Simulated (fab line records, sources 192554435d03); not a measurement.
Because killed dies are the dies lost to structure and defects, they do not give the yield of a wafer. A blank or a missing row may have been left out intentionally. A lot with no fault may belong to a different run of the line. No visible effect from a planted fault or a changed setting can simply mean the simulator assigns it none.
Matching of chambers ; flow n5Finfet ; N5_FIN_SAQP_HM_DEP_03 on pecvd-02: 3 sister chambers
The step deposits SiNx from SiH4/NH3/N2, target thk 38 nm, time 33.6 s. 16 wafers are shown with their chamber, then 8 later ones without.

EACH WAFER AND ITS CHAMBER
wafer;chamber;showerheadPlenumPTorr (Torr);throttleValvePct (%);heaterPowerW (W)
L075.2;2;5.18;38.6;838
L075.3;1;5.05;38.1;782
L075.5;2;5.19;38.5;833
L076.1;2;5.18;38.6;860
L076.2;0;5.10;38.3;796
L076.5;0;5.10;38.5;800
L077.1;2;5.19;38.4;808
L077.2;0;5.09;38.2;767
L077.5;2;5.17;38.6;819
L079.2;0;5.11;38.5;909
L079.3;2;5.19;38.6;734
L079.4;1;5.07;37.9;766
L086.3;0;5.12;38.5;867
L086.4;2;5.19;38.7;844
L086.5;0;5.11;38.5;864
L087.1;0;5.10;38.6;920

SIGNATURES, as means of the wafers listed above
reading;chamber 0;chamber 1;chamber 2;scatter within a chamber
showerheadPlenumPTorr;5.1043;5.0600;5.1843;0.00938
throttleValvePct;38.443;38.000;38.571;0.121
heaterPowerW;846.14;774.00;819.43;49.1
Rule: for each reading, subtract the chamber's mean from the wafer's reading, divide by that reading's scatter and square the result; add these up over the readings and take the root, which gives the wafer's distance from the chamber. If the next closest chamber is less than 2 further off than the closest, the wafer can't be placed; otherwise it belongs to the closest. The scatter is the square root of a quotient: the sum, over the shown wafers, of each reading's squared deviation from its chamber's mean, divided by wafers minus chambers.

WAFERS WITHOUT THEIR CHAMBER
wafer;showerheadPlenumPTorr (Torr);throttleValvePct (%);heaterPowerW (W)
L087.2;5.06;38.2;853
L087.3;5.19;38.6;840
L087.4;5.04;38.2;856
L087.5;5.10;38.6;898
L087.6;5.18;38.5;849
L088.1;5.04;38.1;863
L088.3;5.10;38.5;949
L088.6;5.06;38.0;857

WHICH CHAMBER EACH ONE RAN IN
wafer;from the rows above;in truth
L087.2;1;1
L087.3;2;2
L087.4;1;1
L087.5;0;0
L087.6;2;2
L088.1;1;1
L088.3;0;0
L088.6;1;1
Correct placement for 8 of the 8. From these rows, 0 cannot be placed. Placed wrongly: 0.
